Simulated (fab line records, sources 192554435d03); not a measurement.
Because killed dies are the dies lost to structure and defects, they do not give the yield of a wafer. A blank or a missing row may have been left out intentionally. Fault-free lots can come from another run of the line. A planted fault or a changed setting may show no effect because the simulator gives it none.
Lot-split experiment | flow n5Finfet | 39 wafers read from 7 lots, route of 1938 steps

ON THE SPLIT
At N5_MIM_BOT_LITHO_DEVELOP_07 (develop time 60 s), the setting developTimeS was moved away from the recipe's 60 s on 12 of the 39 wafers read, by -56.2% to -16.0%. For the rest of the wafers, this setting stayed at what the recipe calls for.

FROM THE SPLIT TO THE READING: what the file shows between them, 1 step
- N5_MIM_BOT_LITHO_HARDBAKE_09: time 120 s

THE READING
Shown in nm: cdNm at N5_MIM_BOT_LITHO_CD_MEAS_08, with target cd 3000 nm. On this fab line, fault-free wafers typically give 3000.6 nm with a standard deviation of 1.6 nm.

wafer  | tool, chamber at the split | developTimeS as run, s | against the recipe | cdNm, nm | against lot-mates on the recipe
L074.2 | lithoTrack-02, 0           | 60                     | recipe             | 3000.5   | -
L074.3 | lithoTrack-02, 0           | 60                     | recipe             | 2998.7   | -
L074.6 | lithoTrack-02, 0           | 60                     | recipe             | 2999.5   | -
L075.1 | lithoTrack-02, 0           | 33.35                  | -44.4%             | 2987.5   | -12.6
L075.2 | lithoTrack-02, 0           | 60                     | recipe             | 3001.0   | -
L075.3 | lithoTrack-02, 0           | 33.35                  | -44.4%             | 2988.4   | -11.7
L075.4 | lithoTrack-02, 0           | 60                     | recipe             | 2998.9   | -
L075.5 | lithoTrack-02, 0           | 60                     | recipe             | 3000.4   | -
L075.6 | lithoTrack-02, 0           | 33.35                  | -44.4%             | 2989.1   | -11.0
L078.1 | lithoTrack-05, 0           | 50.4                   | -16.0%             | 2996.5   | -3.1
L078.2 | lithoTrack-05, 0           | 60                     | recipe             | 2998.7   | -
L078.3 | lithoTrack-05, 0           | 60                     | recipe             | 3000.3   | -
L078.4 | lithoTrack-05, 0           | 50.4                   | -16.0%             | 2994.5   | -5.1
L078.5 | lithoTrack-05, 0           | 50.4                   | -16.0%             | 2996.2   | -3.4
L078.6 | lithoTrack-05, 0           | 60                     | recipe             | 2999.8   | -
L082.1 | lithoTrack-01, 0           | 60                     | recipe             | 3002.7   | -
L082.2 | lithoTrack-01, 0           | 60                     | recipe             | 3001.1   | -
L082.3 | lithoTrack-01, 0           | 60                     | recipe             | 3002.0   | -
L082.4 | lithoTrack-01, 0           | 60                     | recipe             | 2998.4   | -
L082.5 | lithoTrack-01, 0           | 60                     | recipe             | 3003.8   | -
L082.6 | lithoTrack-01, 0           | 60                     | recipe             | 3001.2   | -
L081.1 | lithoTrack-02, 0           | 43.36                  | -27.7%             | 2992.9   | -7.3
L081.2 | lithoTrack-02, 0           | 43.36                  | -27.7%             | 2993.0   | -7.2
L081.3 | lithoTrack-02, 0           | 60                     | recipe             | 3000.4   | -
L081.4 | lithoTrack-02, 0           | 43.36                  | -27.7%             | 2991.6   | -8.6
L081.5 | lithoTrack-02, 0           | 60                     | recipe             | 3000.8   | -
L081.6 | lithoTrack-02, 0           | 60                     | recipe             | 2999.3   | -
L088.1 | lithoTrack-01, 0           | 60                     | recipe             | 3002.6   | -
L088.2 | lithoTrack-01, 0           | 60                     | recipe             | 2998.5   | -
L088.3 | lithoTrack-01, 0           | 60                     | recipe             | 3003.0   | -
L088.4 | lithoTrack-01, 0           | 60                     | recipe             | 3002.8   | -
L088.5 | lithoTrack-01, 0           | 60                     | recipe             | 3002.3   | -
L088.6 | lithoTrack-01, 0           | 60                     | recipe             | 3001.8   | -
L089.1 | lithoTrack-01, 0           | 26.3                   | -56.2%             | 2986.8   | -13.6
L089.2 | lithoTrack-01, 0           | 60                     | recipe             | 3000.5   | -
L089.3 | lithoTrack-01, 0           | 60                     | recipe             | 3000.2   | -
L089.4 | lithoTrack-01, 0           | 26.3                   | -56.2%             | 2982.7   | -17.7
L089.5 | lithoTrack-01, 0           | 60                     | recipe             | 3000.5   | -
L089.6 | lithoTrack-01, 0           | 26.3                   | -56.2%             | 2981.5   | -18.9

THE FIT
A straight line over all 39 wafers: cdNm changes by +0.295 nm for each +1% of developTimeS; r = +0.97; the points scatter about the line by 1.5 nm.
The same after taking each lot's own level away (the mean of its wafers on the recipe; 39 wafers): +0.284 nm for each +1%; r = +0.97; scatter 1.3 nm.
According to that fit, moving developTimeS by its largest amount changes the reading by 16 nm.
Across the lots, their own levels run from 2999.57 to 3001.83 nm, a range of 1.4 times the standard deviation given above.
Consequently the slope shifts little with the lot-to-lot level, the two slopes agreeing.
Check: -16.4 nm against its lot-mates is what the line predicts for one of the wafers moved furthest among these (-56.2%) when that wafer is left out of the fit. It came out at -13.6 nm against them.

OTHER SPLITS ON THESE WAFERS
Before the reading, these wafers also passed through other splits. Each is held against what the fit with the lots' levels taken away leaves over:
other split on the same wafers   | wafers away from the commonest value | r with cdNm (lot level and that fit taken away)
N5_BEOL_M8_ILD_DEP_00 timeS      | 15                                   | -0.07
N5_BEOL_M9_HM_DEP_02 targetThkA  | 15                                   | +0.05
N5_BEOL_M12_ETCH_59 targetDepthA | 18                                   | -0.01
N5_BEOL_M14_DEP_53 targetThkA    | 12                                   | +0.25

FILE'S OWN FIT
cdNm changes by +0.283 nm for each +1% of developTimeS, r = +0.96.
